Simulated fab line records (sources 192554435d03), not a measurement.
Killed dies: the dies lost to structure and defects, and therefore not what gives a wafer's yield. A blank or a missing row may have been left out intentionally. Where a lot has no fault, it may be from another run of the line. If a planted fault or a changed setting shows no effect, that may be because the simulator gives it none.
Matching of chambers :: flow n5-finfet :: rie-diel-05 running N5_PASSIVATION_DESCUM_46: 4 sister chambers
The step chemistry O2, time 7.9 s. 14 wafers are shown with their chamber, then 6 later ones without.

WAFERS, EACH WITH ITS CHAMBER
wafer: L659.1
chamber: 0
showerhead-plenum-p-Torr (Torr): 2.21
oes-product-au (a.u.): 0.81
rf-vpp-V (V): 246.2

wafer: L659.5
chamber: 1
showerhead-plenum-p-Torr (Torr): 2.19
oes-product-au (a.u.): 0.71
rf-vpp-V (V): 242.9

wafer: L659.6
chamber: 0
showerhead-plenum-p-Torr (Torr): 2.21
oes-product-au (a.u.): 0.79
rf-vpp-V (V): 245.8

wafer: L661.2
chamber: 3
showerhead-plenum-p-Torr (Torr): 2.14
oes-product-au (a.u.): 0.93
rf-vpp-V (V): 243.6

wafer: L661.3
chamber: 1
showerhead-plenum-p-Torr (Torr): 2.19
oes-product-au (a.u.): 0.70
rf-vpp-V (V): 243.0

wafer: L661.4
chamber: 2
showerhead-plenum-p-Torr (Torr): 2.00
oes-product-au (a.u.): 0.78
rf-vpp-V (V): 242.1

wafer: L665.3
chamber: 2
showerhead-plenum-p-Torr (Torr): 2.00
oes-product-au (a.u.): 0.76
rf-vpp-V (V): 241.7

wafer: L665.4
chamber: 3
showerhead-plenum-p-Torr (Torr): 2.14
oes-product-au (a.u.): 0.91
rf-vpp-V (V): 244.4

wafer: L665.5
chamber: 2
showerhead-plenum-p-Torr (Torr): 2.00
oes-product-au (a.u.): 0.76
rf-vpp-V (V): 241.3

wafer: L668.1
chamber: 2
showerhead-plenum-p-Torr (Torr): 2.00
oes-product-au (a.u.): 0.75
rf-vpp-V (V): 239.9

wafer: L668.2
chamber: 0
showerhead-plenum-p-Torr (Torr): 2.20
oes-product-au (a.u.): 0.78
rf-vpp-V (V): 246.2

wafer: L668.3
chamber: 1
showerhead-plenum-p-Torr (Torr): 2.18
oes-product-au (a.u.): 0.69
rf-vpp-V (V): 244.3

wafer: L669.1
chamber: 0
showerhead-plenum-p-Torr (Torr): 2.20
oes-product-au (a.u.): 0.78
rf-vpp-V (V): 245.5

wafer: L669.6
chamber: 2
showerhead-plenum-p-Torr (Torr): 1.99
oes-product-au (a.u.): 0.76
rf-vpp-V (V): 241.9

SIGNATURES (means of the wafers above)
reading: showerhead-plenum-p-Torr
chamber 0: 2.2050
chamber 1: 2.1867
chamber 2: 1.9980
chamber 3: 2.1400
scatter within a chamber: 0.00497

reading: oes-product-au
chamber 0: 0.7900
chamber 1: 0.7000
chamber 2: 0.7620
chamber 3: 0.9200
scatter within a chamber: 0.0122

reading: rf-vpp-V
chamber 0: 245.925
chamber 1: 243.400
chamber 2: 241.380
chamber 3: 244.000
scatter within a chamber: 0.705
Rule: a wafer's distance from a chamber is the root of the sum, over the readings, of the square of ((its reading less the chamber's mean) divided by the reading's scatter). The wafer belongs to the nearest chamber; if the next one is less than 2 further off, it can't be placed. The scatter: the root of (the sum of the squares of (reading less its chamber's mean) over the shown wafers, divided by (wafers less chambers)).

WAFERS WITH NO CHAMBER GIVEN
wafer: L674.1
showerhead-plenum-p-Torr (Torr): 2.14
oes-product-au (a.u.): 0.88
rf-vpp-V (V): 244.2

wafer: L674.2
showerhead-plenum-p-Torr (Torr): 1.99
oes-product-au (a.u.): 0.76
rf-vpp-V (V): 241.9

wafer: L674.6
showerhead-plenum-p-Torr (Torr): 1.99
oes-product-au (a.u.): 0.76
rf-vpp-V (V): 241.5

wafer: L671.3
showerhead-plenum-p-Torr (Torr): 2.18
oes-product-au (a.u.): 0.69
rf-vpp-V (V): 243.6

wafer: L671.4
showerhead-plenum-p-Torr (Torr): 2.18
oes-product-au (a.u.): 0.68
rf-vpp-V (V): 243.6

wafer: L671.5
showerhead-plenum-p-Torr (Torr): 1.99
oes-product-au (a.u.): 0.75
rf-vpp-V (V): 242.1

CHAMBER TAKEN BY EACH
wafer: L674.1
from the rows above: 3
in truth: 3

wafer: L674.2
from the rows above: 2
in truth: 2

wafer: L674.6
from the rows above: 2
in truth: 2

wafer: L671.3
from the rows above: 1
in truth: 1

wafer: L671.4
from the rows above: 1
in truth: 1

wafer: L671.5
from the rows above: 2
in truth: 2
Correct placement for 6 of the 6. Can't be placed from these rows: 0. Number placed wrongly: 0.
